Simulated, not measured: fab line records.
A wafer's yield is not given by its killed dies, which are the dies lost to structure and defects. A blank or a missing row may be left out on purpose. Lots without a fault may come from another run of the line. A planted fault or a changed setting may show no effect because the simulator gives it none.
fab line records	flow n5-finfet
record: lots: 6	wafers: 18	last-day: 18
route steps=1938 shown PASS1_DEP@1831 MIM_BOT@1832 MIM_TOP@1834 MIM_TOP_LITHO@1839 MIM_TOP_ETCH@1851 PASSIVATION@1936
lots that met no fault: from a run of the same line without faults
start-h: hours from the record's first day to the start of the lot's first wafer shown	wait-h: hours since the lot's step before	" the same as in the row above	L1.1+2: a single row standing in for several wafers	- either no value or no given start	* or withheld: withheld	< > ~ a bound
route shown NAME@n: a module of which the file shows steps, and the number in the route of the first	usual: mean/standard deviation of fault-free wafers	same: alike in all rows	chamber/n: place in a boat	sites: per-site readings	_std_site: their standard deviation	_edge_site: the outer-site mean with the inner-site mean subtracted	radius-mm: for every site, how far away it sits from the centre of the wafer	mask NAME#n: copy n	behind: the tool/chamber that last shaped the wafer	hold: why the lot was held/for how many hours/how that ended	device: transistor that didn't switch, given as n, p or np	end of line: the same wafers' tests at the end of the route	a step with no rows: only its recipe	killed: dies that structure and defects cost at the first sort, which is not the same as the wafer's yield	map: a wafer's dies, x killed, . not, _ none there
set.NAME: the setting as run; set.NAME@STEP: as run at that earlier step	model.NAME: the simulator's own value behind a step, which no gauge read
a table for each step, a row for each wafer; lots at some steps of the route
services: from which hour (start-h, from the record's first day; less than 0 if before it) a tool's chamber was out of use, for how many hours, and why
== steps ==
step: N5_PASSIVATION_PECVD_00
recipe: material: SiO2	target-thk-a: 2000	temp-c: 400	precursor: SiH4/N2O	pressure-torr: 2.7	rf-w: 608	time-s: 11.2
step: N5_MIM_BOT_DEGAS_01
recipe: ambient: vacuum	temp-c: 300	time-s: 60
usual: heater-power-w: 464/46
lot.wafer	tool	chamber	start-h	wait-h	heater-power-w
L427.2	pvd-sputter-01	-	302.23	0.7	409
L427.4	"	-	"	"	503
L427.6	"	-	"	"	489
L432.1	pvd-sputter-01	-	326.84	0.8	408
L432.2	"	-	"	"	461
L432.3	"	-	"	"	395
L436.1	pvd-sputter-02	-	351.95	0.3	502
L436.4	"	-	"	"	533
L436.5	"	-	"	"	442
L433.1	pvd-sputter-02	-	357.43	1.7	521
L433.2	"	-	"	"	459
L433.3	"	-	"	"	539
L439.1	pvd-sputter-01	-	363.76	0.1	444
L439.4	"	-	"	"	401
L439.5	"	-	"	"	393
L443.1	pvd-sputter-01	-	407.11	0.7	493
L443.3	"	-	"	"	399
L443.5	"	-	"	"	450
step: N5_MIM_BOT_SPUTTER_00
recipe: material: TiN	target-thk-a: 350	temp-c: 200	power-w: 3000	chamber-pressure-pa: 0.49996	gas: Ar	reactive-partial-pa: 0.37997	time-s: 89.7
step: N5_MIM_TOP_ALD_00
recipe: material: Al2O3	target-thk-a: *	temp-c: withheld	ald-precursor-family: TMA	ald-co-reactant: O3	pulse-time-s: withheld	purge-time-s: 3	co-reactant-purge-time-s: withheld	co-reactant-pulse-time-s: 3	ald-cycles: withheld
usual: precursor-pulse-height-rel: 1.000/0.021
lot.wafer	tool	chamber	start-h	wait-h	precursor-pulse-height-rel
L427.2	ald-hk-02	2	302.37	0.1	1.014
L427.4	"	1	"	"	0.991
L427.6	"	1	"	"	0.995
L432.1	ald-hk-01	1	326.99	0.1	1.045
L432.2	"	3	"	"	1.008
L432.3	"	0	"	"	0.964
L436.1	ald-hk-02	0	352.09	0.1	0.996
L436.4	"	1	"	"	1.000
L436.5	"	3	"	"	0.997
L433.1	ald-hk-01	2	357.57	0.1	1.020
L433.2	"	3	"	"	1.017
L433.3	"	1	"	"	0.943
L439.1	ald-hk-03	3	363.90	0.1	0.985
L439.4	"	0	"	"	0.997
L439.5	"	2	"	"	0.976
L443.1	ald-hk-03	3	407.25	0.1	0.997
L443.3	"	2	"	"	1.013
L443.5	"	3	"	"	1.004
step: N5_MIM_TOP_ALD_01
recipe: material: HfO2	target-thk-a: 56	temp-c: withheld	ald-precursor-family: Hf-amide	ald-co-reactant: O3	pulse-time-s: 1	purge-time-s: 3	co-reactant-purge-time-s: 2	co-reactant-pulse-time-s: 3	ald-cycles: 62
usual: precursor-pulse-height-rel: 0.999/0.02
lot.wafer	tool	chamber	start-h	wait-h	precursor-pulse-height-rel
L427.2	ald-hk-02	2	-	-	1.012
L427.4	"	1	"	"	1.009
L427.6	"	1	"	"	1.005
L432.1	ald-hk-01	1	-	-	0.988
L432.2	"	3	"	"	0.966
L432.3	"	0	"	"	0.995
L436.1	ald-hk-02	0	-	-	1.005
L436.4	"	1	"	"	0.998
L436.5	"	3	"	"	0.964
L433.1	ald-hk-01	2	-	-	1.022
L433.2	"	3	"	"	1.000
L433.3	"	1	"	"	1.018
L439.1	ald-hk-03	3	-	-	1.003
L439.4	"	0	"	"	1.002
L439.5	"	2	"	"	1.028
L443.1	ald-hk-03	3	-	-	0.967
L443.3	"	2	"	"	0.965
L443.5	"	3	"	"	1.007
step: N5_MIM_TOP_ALD_02
recipe: material: Al2O3	target-thk-a: *	temp-c: withheld	ald-precursor-family: TMA	ald-co-reactant: O3	pulse-time-s: withheld	purge-time-s: 3	co-reactant-purge-time-s: withheld	co-reactant-pulse-time-s: 3	ald-cycles: withheld
step: N5_MIM_TOP_DEGAS_04
recipe: ambient: vacuum	temp-c: 300	time-s: 60
usual: heater-power-w: 452/46
lot.wafer	tool	chamber	start-h	wait-h	heater-power-w
L427.2	pvd-sputter-01	-	303.33	-	445
L427.4	"	-	"	"	403
L427.6	"	-	"	"	397
L432.1	pvd-sputter-01	-	328.36	-	447
L432.2	"	-	"	"	406
L432.3	"	-	"	"	399
L436.1	pvd-sputter-03	-	352.83	-	515
L436.4	"	-	"	"	420
L436.5	"	-	"	"	446
L433.1	pvd-sputter-01	-	360.29	-	446
L433.2	"	-	"	"	490
L433.3	"	-	"	"	395
L439.1	pvd-sputter-02	-	364.94	-	444
L439.4	"	-	"	"	540
L439.5	"	-	"	"	430
L443.1	pvd-sputter-03	-	410.20	-	513
L443.3	"	-	"	"	448
L443.5	"	-	"	"	511
step: N5_MIM_TOP_SPUTTER_03
recipe: material: TiN	target-thk-a: 350	temp-c: 200	power-w: 3000	chamber-pressure-pa: 0.49996	gas: Ar	reactive-partial-pa: 0.37997	time-s: 89.7
usual: throttle-valve-pct: 30.3/1.1
lot.wafer	tool	chamber	start-h	wait-h	throttle-valve-pct
L427.2	pvd-sputter-01	-	303.37	0.0	30.0
L427.4	"	-	"	"	31.5
L427.6	"	-	"	"	29.6
L432.1	pvd-sputter-01	-	328.40	0.0	29.8
L432.2	"	-	"	"	29.9
L432.3	"	-	"	"	31.7
L436.1	pvd-sputter-03	-	352.87	0.0	30.3
L436.4	"	-	"	"	28.3
L436.5	"	-	"	"	28.1
L433.1	pvd-sputter-01	-	360.33	0.0	30.0
L433.2	"	-	"	"	29.2
L433.3	"	-	"	"	31.7
L439.1	pvd-sputter-02	-	364.98	0.0	31.6
L439.4	"	-	"	"	31.8
L439.5	"	-	"	"	31.5
L443.1	pvd-sputter-03	-	410.24	0.0	30.4
L443.3	"	-	"	"	29.5
L443.5	"	-	"	"	30.3
step: N5_MIM_TOP_LITHO_HMDS_01
recipe: time-s: 60	temp-c: 120
step: N5_MIM_TOP_LITHO_COAT_02
recipe: spin-rpm: *	resist-thk-nm: *
step: N5_MIM_TOP_LITHO_EBR_04
recipe: solvent: PGMEA	ebr-width-mm: 1.5
step: N5_MIM_TOP_LITHO_SOFTBAKE_03
recipe: temp-c: 100	time-s: 90
step: N5_MIM_TOP_LITHO_EXPOSE_05
recipe: mask-id: MIM_TOP	na: 0.55	source-shape: conventional	sigma-outer: 0.8	polarization: unpolarized	target-cd-nm: 2000	dose-mj: 20.5
usual: exposure-dose-mJ-cm2: 20.495/0.021
lot.wafer	tool	chamber	start-h	wait-h	mask	exposure-dose-mJ-cm2
L427.2	krf-scanner-01	0	303.72	-	MIM_TOP#0	20.463
L427.4	"	0	"	"	MIM_TOP#0	20.506
L427.6	"	0	"	"	MIM_TOP#0	20.505
L432.1	krf-scanner-02	0	328.62	-	MIM_TOP#0	20.567
L432.2	"	0	"	"	MIM_TOP#0	20.524
L432.3	"	0	"	"	MIM_TOP#0	20.503
L436.1	krf-scanner-02	0	353.21	-	MIM_TOP#0	19.189
L436.4	"	0	"	"	MIM_TOP#0	19.198
L436.5	"	0	"	"	MIM_TOP#0	19.196
L433.1	krf-scanner-02	0	360.67	-	MIM_TOP#0	19.497
L433.2	"	0	"	"	MIM_TOP#0	19.467
L433.3	"	0	"	"	MIM_TOP#0	19.501
L439.1	krf-scanner-01	0	365.19	-	MIM_TOP#0	20.503
L439.4	"	0	"	"	MIM_TOP#0	20.498
L439.5	"	0	"	"	MIM_TOP#0	20.486
L443.1	krf-scanner-01	0	410.58	-	MIM_TOP#0	20.495
L443.3	"	0	"	"	MIM_TOP#0	20.477
L443.5	"	0	"	"	MIM_TOP#0	20.497
step: N5_MIM_TOP_LITHO_PEB_06
recipe: peb-temp-c: withheld	peb-time-s: *
step: N5_MIM_TOP_LITHO_DEVELOP_07
recipe: develop-time-s: 60	rinse-liquid: diw	dry: air-spin	dev-temp-c: 21
step: N5_MIM_TOP_LITHO_HARDBAKE_09
recipe: temp-c: 130	time-s: 120
step: N5_MIM_TOP_LITHO_CD_MEAS_08
recipe: target-cd-nm: 2000	landing-energy-ev: 500	detector: se-inlens
usual: cd-nm: 1999.9/1.6
lot.wafer	tool	chamber	start-h	wait-h	cd-nm
L427.2	cd-sem-03	0	303.89	-	2000.5
L427.4	"	0	"	"	2000.1
L427.6	"	0	"	"	2002.0
L432.1	cd-sem-03	0	328.79	-	1999.8
L432.2	"	0	"	"	2001.7
L432.3	"	0	"	"	1999.9
L436.1	cd-sem-02	0	353.39	-	2009.7
L436.4	"	0	"	"	2011.1
L436.5	"	0	"	"	2008.7
L433.1	cd-sem-02	0	360.85	-	2008.3
L433.2	"	0	"	"	2009.8
L433.3	"	0	"	"	2010.4
L439.1	cd-sem-03	0	365.37	-	2002.1
L439.4	"	0	"	"	2001.7
L439.5	"	0	"	"	2000.5
L443.1	cd-sem-02	0	410.76	-	1998.8
L443.3	"	0	"	"	1998.5
L443.5	"	0	"	"	1998.7
step: N5_MIM_TOP_LITHO_OVL_MEAS_11
recipe: points-per-wafer: 44
usual: MIM_TOP_OVL: -1/5.6
lot.wafer	tool	chamber	start-h	wait-h	MIM_TOP_OVL[nm]
L427.2	overlay-01	0	303.92	0.0	-5
L427.4	"	0	"	"	-2
L427.6	"	0	"	"	-7
L432.1	overlay-02	0	328.83	0.0	-3
L432.2	"	0	"	"	-7
L432.3	"	0	"	"	-8
L436.1	overlay-01	0	353.42	0.0	6
L436.4	"	0	"	"	-1
L436.5	"	0	"	"	15
L433.1	overlay-01	0	360.88	0.0	2
L433.2	"	0	"	"	2
L433.3	"	0	"	"	6
L439.1	overlay-02	0	365.40	0.0	10
L439.4	"	0	"	"	3
L439.5	"	0	"	"	-2
L443.1	overlay-02	0	410.79	0.0	-8
L443.3	"	0	"	"	-7
L443.5	"	0	"	"	-10
step: N5_MIM_TOP_LITHO_INSPECT_12
recipe: mode: adi	inspect-instrument: macro
usual: raw-defect-count: 2.2/1.5
lot.wafer	tool	chamber	start-h	wait-h	raw-defect-count
L427.2	defect-inspect-01	-	303.94	0.0	5
L427.4	"	-	"	"	4
L427.6	"	-	"	"	1
L432.1	defect-inspect-01	-	328.85	0.0	3
L432.2	"	-	"	"	2
L432.3	"	-	"	"	1
L436.1	defect-inspect-02	-	353.44	0.0	4
L436.4	"	-	"	"	2
L436.5	"	-	"	"	1
L433.1	defect-inspect-01	-	360.90	0.0	1
L433.2	"	-	"	"	2
L433.3	"	-	"	"	1
L439.1	defect-inspect-01	-	365.42	0.0	3
L439.4	"	-	"	"	2
L439.5	"	-	"	"	1
L443.1	defect-inspect-01	-	410.81	0.0	3
L443.3	"	-	"	"	3
L443.5	"	-	"	"	1
step: N5_MIM_TOP_LITHO_DESCUM_10
recipe: chemistry: O2	time-s: 7.9	source-power-w: 50	bias-power-w: 20	pressure-mtorr: 20	rf-frequency-hz: 2.712e+07	temp-c: 40	o2-flow-sccm: 225
usual: drypump-motor-current-A: 5.6/0.48	oes-product-au: 0.81/0.1	rf-vpp-V: 242.8/1.4	showerhead-plenum-p-Torr: 2.06/0.072	throttle-valve-pct: 20.51/0.19
lot.wafer	tool	chamber	start-h	wait-h	drypump-motor-current-A	oes-product-au	rf-hours-counter-h	rf-vpp-V	showerhead-plenum-p-Torr	throttle-valve-pct	model.MIM_TOP_LITHO.cd-nm
L427.2	rie-diel-02	0	303.98	0.0	5.9	0.90	43	243.1	2.05	20.49	2000
L427.4	"	2	"	"	6.7	0.92	21	244.2	2.15	20.52	2000
L427.6	"	3	"	"	5.4	0.90	-	242.3	2.12	20.31	2002
L432.1	rie-diel-01	1	328.88	0.0	5.2	0.73	191	241.3	1.99	20.83	2000
L432.2	"	2	"	"	5.1	0.69	227	241.2	2.07	20.59	2002
L432.3	"	3	"	"	5.8	0.71	223	242.1	2.16	20.71	2000
L436.1	rie-diel-02	2	353.48	0.0	6.7	0.88	38	243.6	2.14	20.55	2009
L436.4	"	1	"	"	5.8	0.77	140	243.5	2.18	20.68	2011
L436.5	"	0	"	"	5.9	0.87	-	242.9	2.04	20.50	2009
L433.1	rie-diel-02	0	361.01	0.1	5.9	0.86	64	242.9	2.04	20.52	2008
L433.2	"	2	"	"	6.7	0.89	41	245.1	2.14	20.56	2010
L433.3	"	3	"	"	5.4	0.87	53	244.5	2.12	20.35	2010
L439.1	rie-diel-01	3	365.46	0.0	5.7	0.71	239	243.5	2.15	20.72	2002
L439.4	"	0	"	"	6.3	0.98	6	243.2	2.06	20.48	2002
L439.5	"	2	"	"	5.2	0.69	-	241.3	2.06	20.62	2001
L443.1	rie-diel-01	1	410.85	0.0	5.2	0.71	225	240.8	1.98	20.88	1998
L443.3	"	2	"	"	5.1	0.99	5	241.7	2.06	20.24	1999
L443.5	"	0	"	"	6.3	0.92	-	242.0	2.05	20.50	1999
step: N5_MIM_TOP_ETCH_ETCH_00
recipe: chemistry: Cl2/BCl3	target: TiN	target-depth-a: 385	ion-energy-ev: 150	pressure-mtorr: 10	icp-w: 1000	bias-w: 126	Cl2_flow_sccm: 53.25	bcl3-flow-sccm: 21.75	Ar_flow_sccm: 25
step: N5_PASSIVATION_PROBE_49
usual: defect-limited-yield: 91.6/1.4	killed_at_M0_to_M3: 33/9.7	killed_at_M4_up: 13/5.4	killed-at-contacts: 13/6.6	killed-at-front-end: 36/11	killed-at-other: 3.9/3	killed-dies: 99/16	killed-open: 66/12	killed-short: 32/7.9	sort_bin_5_function: 4.9/0.9	sort_bin_6_memory: 3.2/0.67	sort-n-pass: 1081/16	sort-yield-pct: 91.6/1.4
same: gross-dies: 1180	killed-at-back-side: 0	sort_bin_4_leakage[%]: 0	sort_bin_8_speed[%]: 0
lot.wafer	tool	chamber	start-h	wait-h	defect-limited-yield[%]	killed_at_M0_to_M3	killed_at_M4_up	killed-at-contacts	killed-at-front-end	killed-at-other	killed-dies	killed-open	killed-short	sort_bin_5_function[%]	sort_bin_6_memory[%]	sort-n-pass	sort-yield-pct[%]
L427.2	prober-02	-	313.93	0.1	94.5	29	8	8	20	0	65	46	18	3.6	1.8	1115	94.5
L427.4	prober-02	-	314.03	0.2	92.5	25	15	12	34	2	88	63	25	4.8	2.6	1092	92.5
L427.6	prober-02	-	314.13	0.3	93.1	32	9	14	25	1	81	60	20	4.0	2.5	1099	93.1
L436.1	prober-01	-	363.78	0.0	92.6	31	6	15	31	4	87	52	35	4.9	2.2	1093	92.6
L436.4	prober-01	-	363.93	0.2	92.3	16	12	11	49	3	91	65	22	4.4	3.0	1089	92.3
L436.5	prober-01	-	363.98	0.2	92.3	21	17	10	40	3	91	65	25	4.3	3.2	1089	92.3
L439.1	prober-01	-	380.46	0.0	91.7	32	16	11	38	1	98	64	33	5.3	2.7	1082	91.7
L439.4	prober-01	-	380.61	0.2	91.9	31	13	13	35	3	95	65	29	4.2	3.6	1085	91.9
L439.5	prober-01	-	380.66	0.2	91.6	22	8	10	56	3	99	58	41	4.8	3.2	1081	91.6
killed by level:class
L427.2 BEOL_M2:geometric-particle:open=8 MOL_CONTACT_COAG:geometric-particle:open=6 FIN_SAQP:geometric-particle:open=5 BEOL_M0_SAQP:geometric-particle:short=5 BEOL_M0_SAQP:geometric-particle:open=5 BEOL_M3:geometric-particle:open=5 FIN_SAQP:geometric-particle:short=4 DUMMY_GATE:geometric-particle:open=3
L427.4 MOL_CONTACT_COAG:geometric-particle:open=10 STI_FIN_REVEAL:geometric-particle:open=8 BEOL_M2:geometric-particle:open=7 BEOL_M3:geometric-particle:open=7 STARTING-WAFER:geometric-particle:open=6 BEOL_M4:geometric-particle:open=5 DUMMY_GATE:geometric-particle:open=4 BEOL_M0_SAQP:geometric-particle:short=4
L427.6 MOL_CONTACT_COAG:geometric-particle:open=11 BEOL_M2:geometric-particle:open=11 FIN_SAQP:geometric-particle:open=8 STI_FIN_REVEAL:geometric-particle:open=5 BEOL_M0:geometric-particle:open=5 BEOL_M3:geometric-particle:open=5 BEOL_M0_SAQP:geometric-particle:short=4 SDB:geometric-particle:open=3
L436.1 BEOL_M1:geometric-particle:open=16 MOL_CONTACT_COAG:geometric-particle:open=8 MOL_CONTACT_COAG:geometric-particle:short=7 FIN_SAQP:geometric-particle:open=5 STI_FIN_REVEAL:geometric-particle:open=5 BEOL_M0_SAQP:geometric-particle:short=5 FIN_SAQP:geometric-particle:short=4 FIN_CUT:geometric-particle:open=4
L436.4 STI_FIN_REVEAL:geometric-particle:open=24 MOL_CONTACT_COAG:geometric-particle:open=9 BEOL_M4:geometric-particle:open=7 BEOL_M1:geometric-particle:open=6 STI_FIN_REVEAL:geometric-particle:short=5 STARTING-WAFER:geometric-particle:open=4 GATE_CUT:geometric-particle:short=3 BEOL_M3:geometric-particle:open=3
L436.5 MOL_CONTACT_COAG:geometric-particle:open=10 FIN_SAQP:geometric-particle:open=9 BEOL_M4:geometric-particle:open=8 BEOL_M1:geometric-particle:open=8 DUMMY_GATE:geometric-particle:open=6 STI_FIN_REVEAL:geometric-particle:open=5 GATE_CUT:geometric-particle:short=4 BEOL_M1:geometric-particle:short=4
L439.1 BEOL_M2:geometric-particle:open=16 STI_FIN_REVEAL:geometric-particle:open=13 GATE_CUT:geometric-particle:short=7 MOL_CONTACT_COAG:geometric-particle:short=6 BEOL_M4:geometric-particle:open=6 FIN_SAQP:geometric-particle:short=5 MOL_CONTACT_COAG:geometric-particle:open=5 BEOL_M0_SAQP:geometric-particle:short=5
L439.4 MOL_CONTACT_COAG:geometric-particle:open=11 BEOL_M1:geometric-particle:open=9 GATE_CUT:geometric-particle:short=8 BEOL_M3:geometric-particle:open=8 STI_FIN_REVEAL:geometric-particle:open=7 DUMMY_GATE:geometric-particle:open=5 BEOL_M0:geometric-particle:short=4 STARTING-WAFER:geometric-particle:short=4
L439.5 FIN_SAQP:geometric-particle:short=14 FIN_SAQP:geometric-particle:open=10 MOL_CONTACT_COAG:geometric-particle:open=10 STI_FIN_REVEAL:geometric-particle:open=7 BEOL_M0_SAQP:geometric-particle:open=6 STI_FIN_REVEAL:geometric-particle:short=4 DUMMY_GATE:geometric-particle:open=4 GATE_CUT:geometric-particle:short=4
== services ==
tool	chamber	start-h	hours	kind
krf-scanner-01	-	290.89	1.0	pm
ald-hk-01	-	293.18	28.1	pm
rie-diel-01	3	303.84	3.5	repair
ald-hk-03	-	307.89	4.3	pm
rie-diel-01	0	328.81	-	clean
rie-diel-01	0	328.81	-	consumable-replace:focus-ring
rie-diel-01	0	328.81	18.1	scheduled-down
rie-diel-01	0	328.81	18.1	vent-cycle
pvd-sputter-01	-	365.49	7.0	repair
pvd-sputter-02	-	366.55	13.9	repair
krf-scanner-01	-	375.40	0.8	pm
krf-scanner-02	0	377.93	-	calibration
rie-diel-01	2	383.82	-	clean
rie-diel-01	2	383.82	-	consumable-replace:focus-ring
rie-diel-01	2	383.82	14.9	scheduled-down
rie-diel-01	2	383.82	14.9	vent-cycle
rie-diel-02	0	387.93	20.3	repair
krf-scanner-02	-	390.15	0.8	pm
krf-scanner-01	-	395.35	8.0	repair
rie-diel-02	-	396.06	0.3	repair
rie-diel-01	3	398.76	-	clean
rie-diel-01	3	398.76	-	consumable-replace:focus-ring
rie-diel-01	3	398.76	15.5	scheduled-down
rie-diel-02	3	404.05	1.5	repair
== key ==
first-sign: step: N5_MIM_TOP_LITHO_EXPOSE_05	reading: exposure-dose-mJ-cm2	direction: down	sigmas: 55	usual: 20.495	struck: 19.342
effect: step: N5_MIM_TOP_LITHO_CD_MEAS_08	reading: cd-nm	direction: up	sigmas: 6.1	usual: 1999.9	struck: 2009.7	through: control-loop
model-effect: step: N5_MIM_TOP_LITHO_DESCUM_10	value: MIM_TOP_LITHO.cd-nm	without: 1999	struck: 2010
met-at N5_MIM_TOP_LITHO_EXPOSE_05
struck-wafers L433.1,L433.2,L433.3,L436.1,L436.4,L436.5
loop-trim: step: N5_MIM_TOP_LITHO_EXPOSE_05	setting: dose	lots: L433
onset-between 328.62 353.21
fault: kind: process-parameter-drift	tool: krf-scanner-02	chamber: -	onset-h: 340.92	steps: N5_MIM_TOP_LITHO_EXPOSE_05	channel: dose-mj	offset: -1.2913	shape: step	acts-in: these-recipes-only	stated: 20.5
loop-trim: a control loop set the setting to another value than it would have without faults
